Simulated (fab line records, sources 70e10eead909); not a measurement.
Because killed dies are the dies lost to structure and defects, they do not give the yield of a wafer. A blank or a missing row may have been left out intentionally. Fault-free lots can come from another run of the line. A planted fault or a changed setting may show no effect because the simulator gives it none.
Problem report in the 8D (eight disciplines) form, filled by code || flow nand_harc || the parts of the form that need people (team, actions taken, sign-off) are left out

## 1. THE PROBLEM
Wafers without a fault read 1002 nm, standard deviation 13; thk_nm at NHARC_A_ONON_D1_THK_MEAS_21 reads a mean of 618 nm on 4 wafers belonging to 2 lots. That puts it -30 standard deviations away from the usual mean.
The step: measures by ellipsometry.
First observed at day 15 01:08: wafer L303.2, on film_metro-02. At this step, 36 wafers from 12 lots have a number in the record. Rule for "out", or "out of limits": more than 4 standard deviations from the usual mean. The other wafers with a number count as sound.

## 2. WHAT IT IS, AND WHAT IT ISN'T
{"question": "which readings at this step", "is": "thk_nm", "is not": "-"}
{"question": "which lots", "is": "L303, L304", "is not": "L286, L290, L291, L293, L294, L298, L302, L305, L306, L309"}
{"question": "which wafers of those lots", "is": "L303.2, L303.6, L304.2, L304.4", "is not": "L303.5, L304.5"}
{"question": "read on which gauges", "is": "film_metro-01, film_metro-02", "is not": "-"}
{"question": "when", "is": "from day 15 01:08", "is not": "up to then (19 sound wafers); but 13 sound wafers of L302, L304, L305, L306, L309 came after"}

## 3. WHAT RULES OUT EACH SUSPECT
Counting: any tool at a process step up to the reading remains a suspect provided it ran every lot that is out. Sound lots after the first of them don't rule it out here, since some wafers of a struck lot are sound.
- the gauge at NHARC_A_ONON_D1_THK_MEAS_21 has been ruled out. The wafers that are out were read on 2 gauges (film_metro-01, film_metro-02).
- pecvd_onon-02 at NHARC_A_ONON_D1_DEP_19 (target thk 1000 nm): kept. It processed each lot that is out (first: L303, day 15 00:41); up to then, its last sound lot is L291 (day 10 04:28).
Remaining after the count: pecvd_onon-02 at NHARC_A_ONON_D1_DEP_19.

## 4. THE CAUSE (what the simulator had put in)
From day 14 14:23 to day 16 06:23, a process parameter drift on pecvd_onon-02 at NHARC_A_ONON_D1_DEP_19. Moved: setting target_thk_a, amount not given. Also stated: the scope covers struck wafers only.
This tool alone remained once counting was done.

## 5. THE EFFECT CHAIN, in route order
One row per reading whose mean, taken over the struck wafers that have a number, lies over 3 standard deviations from the usual. Scope: only readings with a usual standard deviation given in the record; hours: median across lots of the time from each lot's start at the first step in this table that gives one to its start at this step; sigmas: change in usual standard deviations.
{"hours": 0, "step": "NHARC_A_ONON_D1_THK_MEAS_21", "reading": "thk_nm", "usual": "1002 nm", "on struck wafers": 618, "change": -384, "sigmas": -30}
{"hours": 401, "step": "NHARC_END_SORT_01", "reading": "killed_at_array", "usual": 59, "on struck wafers": 672, "change": "+612", "sigmas": "+32"}
{"hours": 401, "step": "NHARC_END_SORT_01", "reading": "killed_dies", "usual": 64, "on struck wafers": 677, "change": "+613", "sigmas": "+32"}

## 6. WHAT WOULD HAVE CAUGHT IT SOONER
Counted from the fault's start at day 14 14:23, it took 11 hours until the first out-of-limits reading at a measuring or inspecting step in this record, taken at day 15 01:08.
An alarm limit of 4 standard deviations would not have fired on the tool readings at NHARC_A_ONON_D1_DEP_19 for which the record gives a usual standard deviation, since none of them was out on any struck wafer.
Of the lots that are out (2), L304 began NHARC_A_ONON_D1_DEP_19 on pecvd_onon-02 after day 15 01:08. Putting the tool on hold at that point would have spared it.
